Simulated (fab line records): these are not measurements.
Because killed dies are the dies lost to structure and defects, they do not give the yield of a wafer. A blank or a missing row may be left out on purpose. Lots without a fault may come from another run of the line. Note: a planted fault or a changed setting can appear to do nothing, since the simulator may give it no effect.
fab line records	flow nand_harc
record lots=12	wafers=36	last_day=33
route steps=1302 shown P_ZERO_WELL@9 END@1302
lots with no fault: from the same line, run without faults
start_h: hours from the record's first day to the start of the lot's first wafer shown	wait_h: hours elapsed since this lot's preceding step	" unchanged from the row above	L1.1+2: a single row standing in for several wafers	- either no value or no given start	* or withheld: withheld	< > ~ a bound
route shown NAME@n: names a module that has steps shown in the file, with the first one's number in the route	usual: mean/standard deviation of fault-free wafers	same: alike in all rows	chamber/n: place in a boat	sites: readings site by site	_std_site: the values' standard deviation	_edge_site: the outer-site mean with the inner-site mean subtracted	radius_mm: how far each site lies from the wafer's centre	mask NAME#n: copy n	behind: tool/chamber where the wafer was last shaped	hold: the reason the lot was held/the length of the hold in hours/how it ended	device: which transistor (n, p or np) failed to switch	end of line: tests of these same wafers at the route's end	a step given without rows: its recipe and nothing more	killed: dies lost to structure and defects at the first sort, not the wafer's yield	map: a wafer's dies, marking killed ones x, the rest . and places with no die _
set.NAME: the run value of the setting; set.NAME@STEP: its run value at that earlier step	model.NAME: the simulator's own value behind a step, which no gauge read
route steps across a sampled set of lots; one table per step, one row per wafer
services: when a tool's chamber went out of use (start_h, in hours from the record's first day, below 0 if earlier), for how many hours, and the reason
## steps
# step NHARC_P_ZERO_WELL_SOFTBAKE_06
# recipe temp_c=125	time_s=70
# usual exhaust_pa=45.1/0.88	heater_power_total_W=200.8/1.3
lot.wafer	tool	chamber	start_h	wait_h	exhaust_pa	heater_power_total_W
L143.2	litho_track-03	0	30	-	43.1	200.4
L143.3	"	0	"	"	44.0	199.1
L143.6	"	0	"	"	45.8	202.4
L146.1	litho_track-05	0	60	-	46.2	202.3
L146.4	"	0	"	"	45.8	199.9
L146.5	"	0	"	"	45.0	202.7
L151.3	litho_track-05	0	110	-	45.3	331.7
L151.4	"	0	"	"	46.4	332.0
L151.5	"	0	"	"	46.4	338.8
L152.2	litho_track-05	0	120	-	46.4	331.4
L152.3	"	0	"	"	45.2	333.3
L152.6	"	0	"	"	45.6	331.5
L153.1	litho_track-03	0	130	-	44.6	200.0
L153.4	"	0	"	"	45.3	202.5
L153.6	"	0	"	"	45.6	199.8
L154.1	litho_track-02	0	140	-	45.4	200.3
L154.4	"	0	"	"	44.7	200.7
L154.5	"	0	"	"	47.1	199.6
L157.3	litho_track-03	0	170	-	44.8	202.0
L157.4	"	0	"	"	44.8	202.5
L157.5	"	0	"	"	43.8	202.0
L160.1	litho_track-05	0	200	-	44.5	198.9
L160.2	"	0	"	"	44.7	202.1
L160.4	"	0	"	"	43.7	201.7
L161.2	litho_track-05	0	210	-	45.0	198.9
L161.3	"	0	"	"	44.0	202.7
L161.4	"	0	"	"	45.3	201.5
L162.3	litho_track-05	0	220	-	46.3	200.5
L162.5	"	0	"	"	47.0	201.6
L162.6	"	0	"	"	45.9	202.5
L163.1	litho_track-05	0	230	-	46.0	202.4
L163.3	"	0	"	"	46.3	199.9
L163.4	"	0	"	"	44.5	202.5
L164.4	litho_track-03	0	240	-	44.4	201.7
L164.5	"	0	"	"	43.9	201.4
L164.6	"	0	"	"	44.2	199.5
# step NHARC_P_ZERO_WELL_CD_MEAS_11
# recipe target_cd_nm=500	landing_energy_ev=500
# usual cd_nm=499.9/1.4
lot.wafer	tool	chamber	start_h	wait_h	hold	cd_nm
L143.2	cd_sem-03	0	31.24	-	-	501.9
L143.3	"	0	"	"	-	502.4
L143.6	"	0	"	"	-	500.5
L146.1	cd_sem-01	0	61.11	-	-	501.4
L146.4	"	0	"	"	-	500.6
L146.5	"	0	"	"	-	501.9
L151.3	cd_sem-02	0	111.24	-	await_dispo/0.2h/release	493.6
L151.4	"	0	"	"	await_dispo/0.2h/release	492.5
L151.5	"	0	"	"	await_dispo/0.2h/release	490.8
L151.3	cd_sem-02	0	-	-	-	493.3
L151.4	"	0	"	"	-	492.3
L151.5	"	0	"	"	-	491.1
L152.2	cd_sem-02	0	121.12	-	await_dispo/0.2h/release	494.5
L152.3	"	0	"	"	await_dispo/0.2h/release	495.1
L152.6	"	0	"	"	await_dispo/0.2h/release	493.7
L152.2	cd_sem-02	0	-	-	-	494.4
L152.3	"	0	"	"	-	495.2
L152.6	"	0	"	"	-	493.4
L153.1	cd_sem-01	0	131.13	-	-	500.4
L153.4	"	0	"	"	-	498.4
L153.6	"	0	"	"	-	498.9
L154.1	cd_sem-01	0	141.26	-	-	497.2
L154.4	"	0	"	"	-	498.0
L154.5	"	0	"	"	-	496.1
L157.3	cd_sem-03	0	171.25	-	-	498.6
L157.4	"	0	"	"	-	498.7
L157.5	"	0	"	"	-	500.0
L160.1	cd_sem-03	0	201.23	-	-	499.9
L160.2	"	0	"	"	-	502.9
L160.4	"	0	"	"	-	498.0
L161.2	cd_sem-03	0	211.27	-	-	500.5
L161.3	"	0	"	"	-	499.0
L161.4	"	0	"	"	-	499.7
L162.3	cd_sem-02	0	221.26	-	-	500.2
L162.5	"	0	"	"	-	498.8
L162.6	"	0	"	"	-	498.6
L163.1	cd_sem-01	0	231.24	-	-	501.9
L163.3	"	0	"	"	-	501.5
L163.4	"	0	"	"	-	498.9
L164.4	cd_sem-03	0	241.27	-	-	499.6
L164.5	"	0	"	"	-	498.6
L164.6	"	0	"	"	-	499.8
# step NHARC_P_ZERO_WELL_ETCH_62
# recipe target_depth_a=130	time_s=6.5	chf3_flow_sccm=50	ar_flow_sccm=200	rf_w=500	bias_w=200	chemistry=CHF3/Ar
# usual drypump_motor_current_A=5.6/0.31	oes_product_au=0.960/0.018	rf_fwd_power_W=488.2/2.2	rf_vpp_V=370.9/2.4	showerhead_plenum_p_Torr=2.36/0.11	throttle_valve_pct=20.217/0.0093
lot.wafer	tool	chamber	start_h	wait_h	drypump_motor_current_A	oes_product_au	rf_fwd_power_W	rf_hours_counter_h	rf_vpp_V	showerhead_plenum_p_Torr	throttle_valve_pct
L143.3	rie_diel-02	0	-	-	5.2	0.927	486.8	54	370.4	2.29	20.229
L143.2	"	1	"	"	5.7	0.934	486.1	52	368.0	2.26	20.212
L143.6	"	3	"	"	5.1	0.922	488.0	-	368.3	2.20	20.217
L146.4	rie_diel-02	0	-	-	5.3	0.978	487.2	3	369.0	2.29	20.208
L146.1	"	1	"	"	5.7	0.972	489.6	3	369.4	2.26	20.211
L146.5	"	0	"	"	5.3	0.979	487.8	-	368.6	2.28	20.219
L151.3	rie_diel-02	3	-	-	5.1	0.951	488.5	21	367.0	2.19	20.212
L151.4	"	0	"	"	5.2	0.978	487.0	17	368.6	2.28	20.206
L151.5	"	2	"	"	5.7	0.971	486.2	-	372.1	2.42	20.212
L152.3	rie_diel-02	1	-	-	5.7	0.953	486.0	23	367.9	2.26	20.216
L152.2	"	3	"	"	5.1	0.945	487.5	27	367.6	2.19	20.236
L152.6	"	0	"	"	5.2	0.951	486.6	-	368.9	2.28	20.233
L153.4	rie_diel-09	0	-	-	5.8	0.988	482.3	56	372.6	2.47	20.210
L153.1	"	2	"	"	5.8	0.964	487.2	43	371.4	2.34	20.216
L153.6	"	1	"	"	5.7	0.960	491.0	-	374.7	2.52	20.212
L154.4	rie_diel-06	3	-	-	5.8	0.957	486.5	0	372.0	2.43	20.219
L154.1	"	0	"	"	6.2	0.968	490.3	0	371.2	2.38	20.222
L154.5	"	2	"	"	5.8	0.971	492.5	-	372.7	2.51	20.213
L157.4	rie_diel-02	0	-	-	5.2	0.960	486.2	41	369.7	2.27	20.219
L157.3	"	2	"	"	5.8	0.994	491.1	39	371.0	2.41	20.211
L157.5	"	3	"	"	5.1	0.971	485.1	-	366.1	2.18	20.196
L160.1	rie_diel-02	0	-	-	5.2	0.993	487.1	51	370.8	2.27	20.221
L160.4	"	2	"	"	5.7	0.975	487.8	47	372.3	2.41	20.204
L160.2	"	3	"	"	5.1	0.963	487.6	52	368.7	2.18	20.227
L161.4	rie_diel-02	1	-	-	5.7	0.933	485.9	51	366.2	2.25	20.220
L161.2	"	2	"	"	5.7	0.956	487.4	50	373.0	2.41	20.222
L161.3	"	3	"	"	5.1	0.947	488.1	54	365.4	2.18	20.236
L162.3	rie_diel-09	3	-	-	5.2	0.948	486.7	23	371.5	2.37	20.231
L162.5	"	3	"	"	5.2	0.959	485.8	-	370.3	2.37	20.218
L162.6	"	0	"	"	5.8	0.962	487.3	-	374.8	2.46	20.221
L163.4	rie_diel-06	3	-	-	5.8	0.962	487.2	32	370.4	2.42	20.222
L163.3	"	0	"	"	6.2	0.966	492.6	31	371.8	2.37	20.224
L163.1	"	1	"	"	5.3	0.976	491.5	28	367.5	2.23	20.229
L164.4	rie_diel-09	0	-	-	5.8	0.979	487.5	30	373.3	2.45	20.221
L164.6	"	2	"	"	5.7	0.954	487.5	-	372.2	2.33	20.199
L164.5	"	3	"	"	5.2	0.958	488.9	-	371.4	2.36	20.222
# step NHARC_P_ZERO_WELL_CD_MEAS_24
# recipe target_cd_nm=720	landing_energy_ev=500
# usual cd_nm=720.1/1.4
lot.wafer	tool	chamber	start_h	wait_h	cd_nm
L143.2	cd_sem-03	0	33.51	-	720.0
L143.3	"	0	"	"	720.2
L143.6	"	0	"	"	719.5
L146.1	cd_sem-01	0	62.49	-	720.9
L146.4	"	0	"	"	720.1
L146.5	"	0	"	"	721.2
L151.3	cd_sem-02	0	114.95	-	720.2
L151.4	"	0	"	"	719.8
L151.5	"	0	"	"	720.2
L152.2	cd_sem-01	0	129.06	-	718.5
L152.3	"	0	"	"	719.5
L152.6	"	0	"	"	719.3
L153.1	cd_sem-01	0	132.50	-	717.2
L153.4	"	0	"	"	719.1
L153.6	"	0	"	"	720.1
L154.1	cd_sem-02	0	142.48	-	718.1
L154.4	"	0	"	"	719.3
L154.5	"	0	"	"	719.6
L157.3	cd_sem-01	0	172.61	-	719.9
L157.4	"	0	"	"	718.6
L157.5	"	0	"	"	717.9
L160.1	cd_sem-03	0	202.59	-	719.1
L160.2	"	0	"	"	720.8
L160.4	"	0	"	"	720.1
L161.2	cd_sem-01	0	213.19	-	719.1
L161.3	"	0	"	"	719.2
L161.4	"	0	"	"	719.1
L162.3	cd_sem-03	0	222.68	-	719.5
L162.5	"	0	"	"	720.5
L162.6	"	0	"	"	721.0
L163.1	cd_sem-02	0	232.57	-	723.3
L163.3	"	0	"	"	721.0
L163.4	"	0	"	"	724.1
L164.4	cd_sem-01	0	242.62	-	722.7
L164.5	"	0	"	"	721.3
L164.6	"	0	"	"	722.2
# step NHARC_P_ZERO_WELL_INSPECT_43
# usual raw_defect_count=13/7.1
lot.wafer	tool	chamber	start_h	wait_h	raw_defect_count
L143.2	defect_inspect-02	-	38.62	0.5	17
L143.3	"	-	"	"	6
L143.6	"	-	"	"	16
L146.1	defect_inspect-02	-	67.47	0.6	7
L146.4	"	-	"	"	4
L146.5	"	-	"	"	11
L151.3	defect_inspect-02	-	120.43	0.4	14
L151.4	"	-	"	"	9
L151.5	"	-	"	"	13
L153.1	defect_inspect-02	-	137.74	0.6	5
L153.4	"	-	"	"	11
L153.6	"	-	"	"	9
L154.1	defect_inspect-02	-	147.96	0.6	22
L154.4	"	-	"	"	38
L154.5	"	-	"	"	16
L152.2	defect_inspect-01	-	154.01	0.5	11
L152.3	"	-	"	"	8
L152.6	"	-	"	"	3
L157.3	defect_inspect-02	-	177.58	0.4	14
L157.4	"	-	"	"	8
L157.5	"	-	"	"	7
L160.1	defect_inspect-01	-	207.68	0.6	24
L160.2	"	-	"	"	16
L160.4	"	-	"	"	21
L161.2	defect_inspect-01	-	218.73	0.5	6
L161.3	"	-	"	"	7
L161.4	"	-	"	"	3
L162.3	defect_inspect-01	-	231.77	0.4	15
L162.5	"	-	"	"	15
L162.6	"	-	"	"	12
L163.1	defect_inspect-02	-	237.66	0.6	11
L163.3	"	-	"	"	19
L163.4	"	-	"	"	17
L164.4	defect_inspect-02	-	247.70	0.2	24
L164.5	"	-	"	"	11
L164.6	"	-	"	"	16
# step NHARC_END_SORT_01
# recipe temp_c=25
# usual killed_at_array=54/16	killed_at_other=0.6/0.86	killed_at_periphery=3.8/2.6	killed_dies=58/16	killed_open=3.3/1.8	killed_short=2.7/1.7
# same gross_dies=677
lot.wafer	tool	chamber	start_h	wait_h	killed_at_array	killed_at_other	killed_at_periphery	killed_dies	killed_open	killed_short
L152.3	prober-02	0	664.40	3.1	47	1	2	50	4	3
# killed by level:class
L152.3 A_CHANNEL_HOLE_D1:chamber_film_flake=35 A_ZERO_WELL:chamber_film_flake=2 A_CONTACT:chamber_film_flake=2 A_STAIRCASE:chamber_film_flake=2 P_CONTACT:geometric_particle:open=1 P_M2:geometric_particle:open=1 A_STAIRCASE:geometric_particle:short=1 A_SGD_CUT:geometric_particle:short=1
## services
tool	chamber	start_h	hours	kind
rie_diel-06	-	14.03	0.4	repair
rie_diel-02	0	23.93	-	clean
rie_diel-02	1	23.93	-	clean
rie_diel-02	2	23.93	-	clean
rie_diel-02	3	23.93	-	clean
rie_diel-02	-	40.54	9.0	pm
rie_diel-02	0	40.54	9.0	vent_cycle
rie_diel-02	1	40.54	9.0	vent_cycle
rie_diel-09	2	45.94	5.5	repair
litho_track-02	-	52.00	7.0	pm
rie_diel-06	1	62.35	5.4	repair
rie_diel-09	1	71.21	3.1	repair
litho_track-03	-	100.00	7.0	pm
rie_diel-06	3	103.02	2.6	repair
rie_diel-02	0	116.83	3.3	repair
rie_diel-02	2	118.69	5.4	repair
litho_track-05	-	124.00	7.0	pm
rie_diel-06	-	131.31	9.0	pm
rie_diel-09	3	135.27	6.5	repair
rie_diel-09	-	143.34	9.0	pm
rie_diel-09	-	166.13	0.6	repair
rie_diel-02	-	217.54	9.0	pm
rie_diel-06	2	221.09	7.0	repair
litho_track-02	-	227.00	7.0	pm
## key
first_sign step=NHARC_P_ZERO_WELL_SOFTBAKE_06	reading=heater_power_total_W	direction=up	sigmas=99+	usual=*	struck=*
effect step=NHARC_P_ZERO_WELL_CD_MEAS_11	reading=visit	direction=added	through=control_loop
met_at NHARC_P_ZERO_WELL_SOFTBAKE_06
struck_lots L151,L152
tester_left_out L151,L152
loop_trim step=NHARC_P_ZERO_WELL_EXPOSE_08	setting=dose	lots=L152
not_acting_at NHARC_P_ZERO_WELL_ETCH_62,NHARC_P_ZERO_WELL_CD_MEAS_24,NHARC_P_ZERO_WELL_INSPECT_43
onset_between 60 110
fault kind=process_parameter_drift	tool=litho_track-05	chamber=-	onset_h=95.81	steps=NHARC_P_ZERO_WELL_SOFTBAKE_06	channel=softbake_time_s	offset=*	shape=step	end_h=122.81	acts_in=*	stated=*
# tester_left_out: of these lots the tester's yield and bins aren't shown, on N5 and GAA mostly nor the transistor test; their killed dies are dies lost to structure and defects alone, not to doping, threshold or leakage, so they don't give the yield
# loop_trim: a control loop set the setting to another value than it would have without faults
